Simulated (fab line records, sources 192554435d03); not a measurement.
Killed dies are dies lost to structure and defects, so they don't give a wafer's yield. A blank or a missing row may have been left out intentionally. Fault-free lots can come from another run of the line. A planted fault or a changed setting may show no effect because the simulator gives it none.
Matching of chambers :: flow n5-finfet :: N5_BEOL_M5_VIA_ETCH_34 on rie-diel-05: 4 sister chambers
The step etches SiCOH lowk in C4F6/O2, target depth 88.3 nm, time 39.2 s. 14 wafers are shown with their chamber, then 7 later ones without.

WAFERS PAIRED WITH THEIR CHAMBERS
wafer: L074.2
chamber: 1
showerhead-plenum-p-Torr (Torr): 2.75
rf-vpp-V (V): 646
drypump-motor-current-A (A): 5.6

wafer: L074.3
chamber: 2
showerhead-plenum-p-Torr (Torr): 2.80
rf-vpp-V (V): 647
drypump-motor-current-A (A): 6.4

wafer: L074.6
chamber: 3
showerhead-plenum-p-Torr (Torr): 2.74
rf-vpp-V (V): 669
drypump-motor-current-A (A): 6.4

wafer: L076.1
chamber: 2
showerhead-plenum-p-Torr (Torr): 2.80
rf-vpp-V (V): 648
drypump-motor-current-A (A): 6.5

wafer: L076.4
chamber: 1
showerhead-plenum-p-Torr (Torr): 2.75
rf-vpp-V (V): 645
drypump-motor-current-A (A): 5.6

wafer: L076.6
chamber: 3
showerhead-plenum-p-Torr (Torr): 2.74
rf-vpp-V (V): 669
drypump-motor-current-A (A): 6.3

wafer: L075.2
chamber: 0
showerhead-plenum-p-Torr (Torr): 2.93
rf-vpp-V (V): 661
drypump-motor-current-A (A): 5.5

wafer: L075.5
chamber: 0
showerhead-plenum-p-Torr (Torr): 2.93
rf-vpp-V (V): 661
drypump-motor-current-A (A): 5.5

wafer: L075.6
chamber: 1
showerhead-plenum-p-Torr (Torr): 2.75
rf-vpp-V (V): 646
drypump-motor-current-A (A): 5.6

wafer: L086.1
chamber: 2
showerhead-plenum-p-Torr (Torr): 2.79
rf-vpp-V (V): 648
drypump-motor-current-A (A): 6.5

wafer: L086.2
chamber: 3
showerhead-plenum-p-Torr (Torr): 2.73
rf-vpp-V (V): 668
drypump-motor-current-A (A): 6.3

wafer: L086.5
chamber: 3
showerhead-plenum-p-Torr (Torr): 2.73
rf-vpp-V (V): 668
drypump-motor-current-A (A): 6.3

wafer: L091.1
chamber: 2
showerhead-plenum-p-Torr (Torr): 2.79
rf-vpp-V (V): 648
drypump-motor-current-A (A): 6.5

wafer: L091.3
chamber: 3
showerhead-plenum-p-Torr (Torr): 2.72
rf-vpp-V (V): 667
drypump-motor-current-A (A): 6.3

SIGNATURES, as means of the wafers listed above
reading: showerhead-plenum-p-Torr
chamber 0: 2.9300
chamber 1: 2.7500
chamber 2: 2.7950
chamber 3: 2.7320
scatter within a chamber: 0.00616

reading: rf-vpp-V
chamber 0: 661.00
chamber 1: 645.67
chamber 2: 647.75
chamber 3: 668.20
scatter within a chamber: 0.649

reading: drypump-motor-current-A
chamber 0: 5.500
chamber 1: 5.600
chamber 2: 6.475
chamber 3: 6.320
scatter within a chamber: 0.0394
Rule: for each reading, subtract the chamber's mean from the wafer's reading, divide by that reading's scatter and square the result; add these up over the readings and take the root, which gives the wafer's distance from the chamber. The wafer belongs to the nearest chamber; if the next one is less than 2 further off, it can't be placed. How the scatter is found: for the shown wafers, subtract from each reading the mean of its chamber, square and add these, divide the total by (wafers less chambers), then take the root.

WAFERS MISSING THEIR CHAMBER
wafer: L091.4
showerhead-plenum-p-Torr (Torr): 2.91
rf-vpp-V (V): 660
drypump-motor-current-A (A): 5.5

wafer: L093.2
showerhead-plenum-p-Torr (Torr): 2.91
rf-vpp-V (V): 662
drypump-motor-current-A (A): 5.4

wafer: L093.5
showerhead-plenum-p-Torr (Torr): 2.78
rf-vpp-V (V): 648
drypump-motor-current-A (A): 6.5

wafer: L093.6
showerhead-plenum-p-Torr (Torr): 2.72
rf-vpp-V (V): 668
drypump-motor-current-A (A): 6.4

wafer: L094.1
showerhead-plenum-p-Torr (Torr): 2.72
rf-vpp-V (V): 668
drypump-motor-current-A (A): 6.3

wafer: L094.4
showerhead-plenum-p-Torr (Torr): 2.73
rf-vpp-V (V): 644
drypump-motor-current-A (A): 5.6

wafer: L094.6
showerhead-plenum-p-Torr (Torr): 2.73
rf-vpp-V (V): 644
drypump-motor-current-A (A): 5.6

WHICH CHAMBER EACH ONE RAN IN
wafer: L091.4
from the rows above: 0
in truth: 0

wafer: L093.2
from the rows above: 0
in truth: 0

wafer: L093.5
from the rows above: 2
in truth: 2

wafer: L093.6
from the rows above: 3
in truth: 3

wafer: L094.1
from the rows above: 3
in truth: 3

wafer: L094.4
from the rows above: 1
in truth: 1

wafer: L094.6
from the rows above: 1
in truth: 1
7 of 7 placed correctly. Not placeable from these rows: 0. Placed wrongly: 0.
